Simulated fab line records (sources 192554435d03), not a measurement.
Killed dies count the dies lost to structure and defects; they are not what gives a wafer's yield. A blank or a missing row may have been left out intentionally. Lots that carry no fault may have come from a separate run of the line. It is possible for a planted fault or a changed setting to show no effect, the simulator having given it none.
fab line records -- flow n5-finfet
record lots=5, wafers=15, last-day=19
route steps=1938 shown BEOL_M4@1099 BEOL_M5@1112 BEOL_M14@1732 PASSIVATION@1936
lots with no fault: from the same line, run without faults
start-h: start of the lot's first displayed wafer, in hours after the record's first day -- wait-h: time in hours since the lot's previous step -- " unchanged from the row above -- L1.1+2: one row covering several wafers at once -- - no value, or no start was given -- * or withheld: withheld -- < > ~ a bound
route shown NAME@n: a module of which the file shows steps, and the number in the route of the first -- usual: average and standard deviation across the fault-free wafers -- same: alike in all rows -- chamber/n: place in a boat -- sites: per-site readings -- _std_site: their standard deviation -- _edge_site: outer sites' mean less inner sites' -- radius-mm: how far each site lies from the wafer's centre -- mask NAME#n: copy n -- behind: tool/chamber where the wafer was last shaped -- hold: why the lot went on hold/how many hours it stayed there/how the hold came to an end -- device: transistor that didn't switch, given as n, p or np -- end of line: the same wafers' tests at the end of the route -- step lacking rows: just its recipe -- killed: at the first sort, the dies lost to defects and structure; wafer yield is something else -- map: a wafer's dies, marking killed ones x, the rest . and places with no die _
set.NAME: the setting as run; set.NAME@STEP: as run at that earlier step -- model.NAME: the simulator's own value behind a step, which no gauge read
lots seen at some steps along the route; tables by step, rows by wafer
services: when a tool's chamber went out of use (start-h, in hours from the record's first day, below 0 if earlier), for how many hours, and the reason
## steps
# step N5_BEOL_M4_ANNEAL_95
# recipe temp-c=400, time-s=240, ambient=vacuum
# step N5_BEOL_M4_SPUTTER_96
# recipe material=Cu, target-thk-a=45, temp-c=-20, chamber-pressure-pa=0.07, power-w=withheld, time-s=8.29
# step N5_BEOL_M4_ECD_50
# recipe material=Cu, target-thk-a=3000
# step N5_BEOL_M4_ANNEAL_51
# recipe temp-c=225, time-s=90, ambient=N2
# step N5_BEOL_M4_CMP_52
# recipe stop-on=SiOC, t-overpolish-s=6.8, down-force-psi=1, platen-rpm=50, clearing-platen-down-force-psi=1.5, clearing-platen-rpm=50, post-cmp-clean=cu-alkaline, target-thk-nm=40, clearing-platen-pad-velocity-m-s=0.99484, pad-velocity-m-s=0.99484
# step N5_BEOL_M4_PRE_CLEAN_60
# recipe gas=NH3/H2, time-s=15, temp-c=*, rf-power-w=300
# step N5_BEOL_M4_CO_CAP_55
# recipe material=Co, target-thk-a=20, temp-c=200, precursor=CCTBA/H2, pressure-torr=30, time-s=102.1
# step N5_BEOL_M4_PRE_CLEAN_56
# recipe gas=NH3, time-s=15, temp-c=withheld, rf-power-w=300
# step N5_BEOL_M4_DEP_57
# recipe material=SiCN, target-thk-a=80, temp-c=withheld, precursor=3MS/NH3, pressure-torr=3, rf-w=202, time-s=14
# step N5_BEOL_M4_RC_MEAS_101
# usual DIBL_N=36.6/1.1, DIBL_P=36.7/1.5, IOFF_N=0.155/0.019, IOFF_P=0.208/0.025, ION_N=673/8.5, ION_P=462/5.9, SS_N=71.6/0.58, SS_P=73.5/0.51, VT_N=250.7/2.4, VT_P=-251/3
lot.wafer,tool,chamber,start-h,wait-h,DIBL_N[mV/V],DIBL_P[mV/V],IOFF_N[nA/um],IOFF_P[nA/um],ION_N[uA/um],ION_P[uA/um],SS_N[mV/dec],SS_P[mV/dec],VT_N[mV],VT_P[mV]
L303.1,prober-01,0,275.66,0.0,36.8,36.9,0.141,0.229,663,464,71.0,73.7,252.6,-245
L303.2,prober-01,0,275.66,0.0,34.7,35.1,0.124,0.206,663,469,70.9,73.2,253.3,-248
L303.3,prober-01,0,275.66,0.0,35.8,36.9,0.146,0.235,670,466,71.0,74.0,251.1,-244
L307.1,prober-02,0,287.02,0.0,37.3,33.5,0.138,0.176,665,459,71.3,72.8,252.5,-253
L307.2,prober-02,0,287.02,0.0,37.0,34.2,0.137,0.187,671,457,71.1,72.9,251.6,-252
L307.3,prober-02,0,287.02,0.0,39.3,36.8,0.178,0.219,679,458,72.2,72.7,248.1,-251
L304.1,prober-02,0,289.78,0.0,36.5,35.0,0.128,0.196,666,462,71.7,72.9,251.4,-250
L304.4,prober-02,0,289.78,0.0,37.3,36.0,0.141,0.211,663,459,71.5,73.2,250.1,-249
L304.5,prober-02,0,289.78,0.0,37.5,36.2,0.145,0.217,674,469,71.4,73.7,249.2,-249
L302.2,prober-02,0,291.32,0.2,34.8,38.1,0.151,0.196,681,466,71.9,73.4,253.1,-252
L302.3,prober-02,0,291.32,0.2,34.9,37.6,0.139,0.182,670,454,71.5,73.7,252.3,-253
L302.5,prober-02,0,291.32,0.2,35.1,38.2,0.155,0.195,676,460,71.8,73.9,250.9,-252
L317.1,prober-01,0,362.52,0.0,38.1,38.4,0.175,0.242,679,469,72.2,73.8,251.6,-250
L317.3,prober-01,0,362.52,0.0,38.3,38.0,0.182,0.255,688,470,71.6,74.1,247.4,-248
L317.4,prober-01,0,362.52,0.0,37.1,37.0,0.161,0.223,684,471,72.1,73.3,249.7,-250
# step N5_BEOL_M5_ILD_DEP_00
# recipe material=SiCOH_lowk, target-thk-a=1406.4, temp-c=300, precursor=DEMS/porogen, pressure-torr=5, rf-w=500, time-s=25.9
# step N5_BEOL_M5_CURE_79
# recipe temp-c=385, time-s=240, ambient=He/Ar, material=SiCOH_lowk
# step N5_BEOL_M5_PECVD_70
# recipe material=SiO2, target-thk-a=160, temp-c=400, precursor=TEOS/O2, pressure-torr=5.5, rf-w=450, teos-flow-sccm=53.8, gas=O2, flow-sccm=3000, time-s=18
# step N5_BEOL_M5_HM_DEP_02
# recipe material=TiN, target-thk-a=200, temp-c=25, chamber-pressure-pa=0.49996
# step N5_BEOL_M5_COAT_59
# recipe resist=SOC, temp-c=250, time-s=60, spin-rpm=1500, resist-thk-nm=60
# step N5_BEOL_M5_COAT_60
# recipe resist=SiARC, temp-c=220, time-s=60, spin-rpm=1500, resist-thk-nm=12
# step N5_BEOL_M5_COAT_71
# recipe resist=underlayer, temp-c=205, time-s=60, spin-rpm=1500, resist-thk-nm=5
# step N5_BEOL_M5_COAT_05
# recipe resist=CAR-EUV, spin-rpm=1500, resist-thk-nm=30
# step N5_BEOL_M5_EBR_07
# recipe solvent=PGMEA, ebr-width-mm=1.5
# step N5_BEOL_M5_SOFTBAKE_06
# recipe temp-c=110, time-s=60, resist=CAR-EUV
# step N5_BEOL_M5_EXPOSE_08
# recipe mask-id=M5, na=0.33, source-shape=annular, sigma-inner=0.4, sigma-outer=0.8, polarization=unpolarized, target-cd-nm=28, dose-mj=35.75
# step N5_BEOL_M5_PEB_09
# recipe peb-temp-c=100, peb-time-s=60, resist=CAR-EUV
# step N5_BEOL_M5_DEVELOP_10
# recipe develop-time-s=30, developer=TMAH, resist=CAR-EUV, rinse-liquid=surfactant-rinse, dry=air-spin, dev-temp-c=23
# step N5_BEOL_M5_DESCUM_16
# recipe chemistry=O2, time-s=7, source-power-w=50, bias-power-w=20, pressure-mtorr=20, rf-frequency-hz=2.712e+07, temp-c=40, resist=CAR-EUV, o2-flow-sccm=225
# step N5_BEOL_M5_ETCH_72
# recipe chemistry=N2/H2, target=underlayer, target-depth-a=65, mask-material=CAR-EUV, time-s=5.2, ion-energy-ev=200, pressure-mtorr=30, source-w=840, bias-w=150, n2-flow-sccm=200, h2-flow-sccm=200, ends=cleared
# step N5_BEOL_M5_ETCH_61
# recipe chemistry=CF4, target=SiARC, target-depth-a=156, mask-material=CAR-EUV, time-s=26, ion-energy-ev=80, pressure-mtorr=40, source-w=545, bias-w=36, Ar_flow_sccm=100, cf4-flow-sccm=100, ends=cleared
# step N5_BEOL_M5_ETCH_62
# recipe chemistry=N2/H2, target=SOC, target-depth-a=750, overetch-a=150, mask-material=SiARC, temp-c=40, time-s=112.5, ion-energy-ev=200, pressure-mtorr=30, source-w=840, bias-w=150, n2-flow-sccm=200, h2-flow-sccm=200
# step N5_BEOL_M5_STRIP_63
# recipe chemistry=N2/H2, temp-c=40, n2-flow-sccm=200, h2-flow-sccm=200, rf-frequency-hz=6e+07
# step N5_BEOL_M5_STRIP_73
# recipe chemistry=N2/H2, temp-c=40, n2-flow-sccm=200, h2-flow-sccm=200, rf-frequency-hz=6e+07
# step N5_BEOL_M5_STRIP_64
# recipe chemistry=CF4, resist=SiARC, power-w=300, bias-power-w=75, pressure-mtorr=50, cf4-flow-sccm=150, rf-frequency-hz=6e+07
# step N5_BEOL_M5_HM_OPEN_17
# recipe chemistry=Cl2/BCl3, target-depth-a=200, overetch-a=60, target=TiN, mask-material=SOC, ion-energy-ev=150, pressure-mtorr=10, icp-w=1000, bias-w=126, Cl2_flow_sccm=53.25, bcl3-flow-sccm=21.75, Ar_flow_sccm=25
# step N5_BEOL_M5_STRIP_19
# recipe chemistry=O2, power-w=400, temp-c=40, pressure-mtorr=30, rf-frequency-hz=6e+07, bias-power-w=0, overash-fraction=0.2, o2-flow-sccm=225
# step N5_BEOL_M5_COAT_65
# recipe resist=SOC, temp-c=250, time-s=60, spin-rpm=1500, resist-thk-nm=60
# step N5_BEOL_M5_COAT_66
# recipe resist=SiARC, temp-c=220, time-s=60, spin-rpm=1500, resist-thk-nm=12
# step N5_BEOL_M14_STRIP_63
# recipe chemistry=O2, power-w=600, temp-c=60, pressure-mtorr=30, rf-frequency-hz=6e+07, bias-power-w=0, overash-fraction=0.3, o2-flow-sccm=225
# usual bias-power-w=0/0, chamber-pressure-mTorr=30.00/0.054, drypump-motor-current-A=5.8/0.53, oes-product-au=0.83/0.092, rf-vpp-V=3.6/0.9, showerhead-plenum-p-Torr=2.12/0.071, throttle-valve-pct=16.63/0.26
lot.wafer,tool,chamber,start-h,wait-h,bias-power-w,chamber-pressure-mTorr,drypump-motor-current-A,oes-product-au,rf-hours-counter-h,rf-vpp-V,showerhead-plenum-p-Torr,throttle-valve-pct,model.coat_of_BEOL_M14_COAT_04.thk-nm
L303.1,rie-diel-04,1,361,-,0,30.07,6.2,0.72,177,5.0,2.09,17.12,0
L303.2,rie-diel-04,0,361,-,0,30.02,5.8,0.95,5,4.6,2.24,16.53,0
L303.3,rie-diel-04,3,361,-,0,30.08,6.0,0.92,12,5.2,2.15,16.25,0
L304.1,rie-diel-04,2,373,-,-,-,-,-,-,-,-,-,455
L304.4,rie-diel-04,0,373,-,-,-,-,-,-,-,-,-,449.8
L304.5,rie-diel-04,3,373,-,-,-,-,-,-,-,-,-,444.2
L307.1,rie-diel-03,0,379,-,-,-,-,-,-,-,-,-,465.6
L307.2,rie-diel-03,3,379,-,-,-,-,-,-,-,-,-,461.8
L307.3,rie-diel-03,1,379,-,-,-,-,-,-,-,-,-,458.6
L302.2,rie-diel-01,2,382,-,-,-,-,-,-,-,-,-,457.8
L302.3,rie-diel-01,3,382,-,-,-,-,-,-,-,-,-,453.6
L302.5,rie-diel-01,1,382,-,-,-,-,-,-,-,-,-,451.2
L317.1,rie-diel-03,3,439,-,0,30.07,6.2,0.97,9,2.7,2.06,16.22,0
L317.3,rie-diel-03,0,439,-,0,29.96,5.2,0.98,4,4.8,2.05,15.97,0
L317.4,rie-diel-03,2,439,-,0,30.04,6.5,0.85,65,2.9,2.13,16.56,0
# step N5_PASSIVATION_PROBE_49
# usual defect-limited-yield=91.2/1.4, killed_at_M0_to_M3=36/11, killed_at_M4_up=14/5.6, killed-at-contacts=12/5.9, killed-at-front-end=38/13, killed-at-other=3.5/2.7, killed-dies=104/17, killed-open=68/12, killed-short=34/8.2, sort_bin_5_function=5.1/0.95, sort_bin_6_memory=3.3/0.7, sort-n-pass=1076/17, sort-yield-pct=91.2/1.4
# same gross-dies=1180, killed-at-back-side=0, sort_bin_4_leakage[%]=0, sort_bin_8_speed[%]=0
lot.wafer,tool,chamber,start-h,wait-h,defect-limited-yield[%],killed_at_M0_to_M3,killed_at_M4_up,killed-at-contacts,killed-at-front-end,killed-at-other,killed-dies,killed-open,killed-short,sort_bin_5_function[%],sort_bin_6_memory[%],sort-n-pass,sort-yield-pct[%]
L303.1,prober-02,-,390.50,0.5,90.0,38,25,15,40,0,118,77,39,6.5,3.2,1062,90.0
L303.2,prober-02,-,390.55,0.5,92.8,26,27,4,24,4,85,60,22,4.2,2.9,1095,92.8
L303.3,prober-02,-,390.60,0.6,91.8,22,11,9,43,12,97,64,32,4.5,3.4,1083,91.8
L304.1,prober-02,-,403.36,0.0,79.8,65,125,10,32,6,238,84,41,13.6,4.5,942,79.8
L304.4,prober-02,-,403.51,0.2,86.5,32,99,7,18,3,159,48,24,8.6,3.4,1021,86.5
L304.5,prober-02,-,403.56,0.2,83.2,35,105,16,36,6,198,76,33,10.7,4.2,982,83.2
L302.2,prober-02,-,409.97,0.1,91.5,47,10,13,26,4,100,67,33,4.6,3.5,1080,91.5
L302.3,prober-02,-,410.02,0.1,92.5,30,17,9,26,6,88,64,24,3.7,3.3,1092,92.5
L302.5,prober-02,-,410.12,0.2,91.7,45,10,5,27,11,98,63,35,4.5,3.3,1082,91.7
L307.1,prober-01,-,410.86,0.0,83.0,22,131,16,25,7,201,56,28,11.4,4.0,979,83.0
L307.2,prober-01,-,410.91,0.1,84.2,27,98,6,50,6,187,66,39,10.4,4.0,993,84.2
L307.3,prober-01,-,410.96,0.1,88.7,18,71,12,28,4,133,52,21,5.9,3.6,1047,88.7
# killed by level:class
L303.1 BEOL_M0_SAQP:geometric-particle:short=13 MOL_CONTACT_COAG:geometric-particle:open=12 BEOL_M4:geometric-particle:open=9 BEOL_M5:geometric-particle:open=9 FIN_SAQP:geometric-particle:open=7 BEOL_M1:geometric-particle:open=6 DUMMY_GATE:geometric-particle:open=5 BEOL_M2:geometric-particle:open=5
L303.2 BEOL_M1:geometric-particle:open=10 BEOL_M4:geometric-particle:open=7 BEOL_M3:geometric-particle:open=5 GATE_CUT:geometric-particle:short=4 MOL_CONTACT_COAG:geometric-particle:open=4 BEOL_M5:geometric-particle:open=4 BEOL_M7:geometric-particle:open=4 FIN_SAQP:geometric-particle:open=3
L303.3 FIN_SAQP:geometric-particle:open=9 MOL_CONTACT_COAG:geometric-particle:open=8 FIN_SAQP:geometric-particle:short=7 DUMMY_GATE:geometric-particle:open=7 STI_FIN_REVEAL:geometric-particle:open=5 BEOL_M0_SAQP:geometric-particle:short=5 BEOL_M1:geometric-particle:open=5 PASS1_CAP:geometric-particle:open=5
L304.1 BEOL_M11:unspecified=112 BEOL_M0_SAQP:geometric-particle:open=20 BEOL_M0_SAQP:geometric-particle:short=19 FIN_SAQP:geometric-particle:open=8 MOL_CONTACT_COAG:geometric-particle:open=8 BEOL_M2:geometric-particle:open=7 FIN_SAQP:geometric-particle:short=6 STI_FIN_REVEAL:geometric-particle:open=6
L304.4 BEOL_M11:unspecified=87 BEOL_M0_SAQP:geometric-particle:short=7 BEOL_M0_SAQP:geometric-particle:open=7 MOL_CONTACT_COAG:geometric-particle:open=6 BEOL_M4:geometric-particle:open=6 BEOL_M1:geometric-particle:open=6 STI_FIN_REVEAL:geometric-particle:open=4 GATE_CUT:geometric-particle:short=3
L304.5 BEOL_M11:unspecified=87 MOL_CONTACT_COAG:geometric-particle:open=13 BEOL_M0_SAQP:geometric-particle:open=9 BEOL_M3:geometric-particle:open=8 BEOL_M4:geometric-particle:open=8 FIN_SAQP:geometric-particle:open=6 BEOL_M0_SAQP:geometric-particle:short=6 STI_FIN_REVEAL:geometric-particle:open=5
L302.2 BEOL_M0_SAQP:geometric-particle:short=13 BEOL_M0_SAQP:geometric-particle:open=12 MOL_CONTACT_COAG:geometric-particle:open=11 BEOL_M0:geometric-particle:open=6 FIN_SAQP:geometric-particle:short=5 BEOL_M1:geometric-particle:open=5 BEOL_M3:geometric-particle:open=5 FIN_SAQP:geometric-particle:open=4
L302.3 MOL_CONTACT_COAG:geometric-particle:open=8 BEOL_M4:geometric-particle:open=8 STI_FIN_REVEAL:geometric-particle:open=7 BEOL_M0_SAQP:geometric-particle:open=6 BEOL_M0_SAQP:geometric-particle:short=5 BEOL_M1:geometric-particle:open=4 BEOL_M2:geometric-particle:open=4 BEOL_M3:geometric-particle:open=4
L302.5 STI_FIN_REVEAL:geometric-particle:open=9 BEOL_M2:geometric-particle:open=9 BEOL_M3:geometric-particle:open=9 BEOL_M0_SAQP:geometric-particle:short=7 BEOL_M0_SAQP:geometric-particle:open=6 BEOL_M1:geometric-particle:open=6 GATE_CUT:geometric-particle:short=5 MIM_TOP_ETCH:geometric-particle:short=4
L307.1 BEOL_M11:unspecified=113 MOL_CONTACT_COAG:geometric-particle:open=10 BEOL_M4:geometric-particle:open=10 FIN_SAQP:geometric-particle:open=9 MOL_CONTACT_COAG:geometric-particle:short=6 BEOL_M0:geometric-particle:open=5 STARTING-WAFER:geometric-particle:short=4 BEOL_M0_SAQP:geometric-particle:short=4
L307.2 BEOL_M11:unspecified=79 BEOL_M0_SAQP:geometric-particle:short=10 FIN_SAQP:geometric-particle:open=8 GATE_CUT:geometric-particle:open=7 MOL_CONTACT_COAG:geometric-particle:open=6 BEOL_M4:geometric-particle:open=6 STARTING-WAFER:geometric-particle:open=5 FIN_SAQP:geometric-particle:short=4
L307.3 BEOL_M11:unspecified=59 MOL_CONTACT_COAG:geometric-particle:open=10 FIN_SAQP:geometric-particle:open=7 BEOL_M4:geometric-particle:open=7 GATE_CUT:geometric-particle:short=4 BEOL_M0_SAQP:geometric-particle:open=4 BEOL_M2:geometric-particle:open=4 FIN_SAQP:geometric-particle:short=3
# map L302.2 (x killed, . not)
_________________..x...x....x________________
______________.................._____________
___________x..................x....__________
__________..........x..............._________
________.....x.x....x................._______
_______......x.........................______
______.........x........x.x............._____
_____....................................____
____......................................___
___...................x..x.................__
___..................x.....................__
__...x.......x...x.........................._
__...x..............x......x.............x.._
_...........x...x............x...........x...
_....x......................x............x...
_x................x...........x.........x....
_......x....x..x....................x........
_x.....x..x.......x..........................
_..x................x.......xx.x..x..........
_..............x....x...................x....
_x.................x....x....................
__x....x............x.x.x..................._
__...................x..........x..x.....x.._
___...x.......x....x.......................__
___.......x.......x..........x.......x..x..__
____..x..x................x............x..___
_____....................................____
______.........x..x.x....xxx....x......._____
_______.x..x..................x........______
________........x.....x.......x..x...._______
__________....x...x............x...._________
___________..........xx.......x.x..__________
______________.x.........x......_____________
_________________...x...x....________________
# map L304.1 (x killed, . not)
_________________............________________
______________.................._____________
___________.....x..............x...__________
__________..x.....x................._________
________..x...................xx......_______
_______................x............x..______
______....xx.........x.x..x..x.........._____
_____...........x...x......x....x........____
____...........x...................x......___
___.xxxx..........x....x...x..xx...........__
___...x.....xx.....x.x........x.xx.x...x..x__
__.....................x..x.xx..x.....x....._
__.......x...........x..x...xx.xxx.x........_
_...x..x..x................xxxxxxxxxx.x......
_..........................xxxxxxxxxxxx.x....
_.....................x..xx.xxxxxxxxxxx.....x
_.........xx.............xxxxxxxxxxxxx..x....
_..................x.....xxxxxxxxxxxxxx....x.
_....x....x...x.x.........xxxxxxxxxxxxx......
_.........x.x.x....x.......xxxxxxxxxx.x......
_.....................x....xxx.xxxxxx.xx....x
__....x....x.......x.x...x.x..xxxxxx....x..._
__.x..............x.....xx....xx............_
___........x...........x...x....xx.......x.__
___...........x.xxx..x........x...........x__
____.......................x..............___
_____x.................................xx____
______.x..............x....xx..x...x...._____
_______..xx.....x......x........xx....x______
________....x.x.....x.......x........x_______
__________............x...x...x....._________
___________.............x.x..x.....__________
______________.x.............x.._____________
_________________...x........________________
## services
tool,chamber,start-h,hours,kind
rie-diel-01,-,351.87,2.8,pm
rie-diel-03,3,381.15,-,clean
rie-diel-03,3,381.15,-,consumable-replace:focus-ring
rie-diel-03,3,381.15,31.9,scheduled-down
rie-diel-03,3,381.15,31.9,vent-cycle
rie-diel-03,0,413.15,-,clean
rie-diel-03,0,413.15,-,consumable-replace:focus-ring
rie-diel-03,0,413.15,12.8,scheduled-down
rie-diel-03,0,413.15,12.8,vent-cycle
## key
first-sign step=N5_BEOL_M14_STRIP_63, reading=tool-record, direction=missing
effect step=N5_PASSIVATION_PROBE_49, reading=killed_at_M4_up, direction=up, sigmas=11, usual=14, struck=74, wafers-moved=6
model-effect step=N5_BEOL_M14_STRIP_63, value=coat_of_BEOL_M14_COAT_04.thk-nm, without=0, struck=455.3
met-at N5_BEOL_M14_STRIP_63
struck-wafers L302.2,L302.3,L302.5,L304.1,L304.4,L304.5,L307.1,L307.2,L307.3
onset-between 361 373
earlier-fault kind=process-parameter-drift, tool=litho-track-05, chamber=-, onset-h=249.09, steps=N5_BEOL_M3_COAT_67, channel=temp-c, offset=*, shape=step, acts-in=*, stated=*
earlier-fault kind=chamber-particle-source, tool=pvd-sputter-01, chamber=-, onset-h=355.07, steps=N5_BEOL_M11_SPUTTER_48, rate-per-visit-cm2=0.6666
fault kind=skipped-step-whole, tool=rie-diel-01,rie-diel-03,rie-diel-04, chamber=-, onset-h=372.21, steps=N5_BEOL_M14_STRIP_63, scope=struck-lots-only
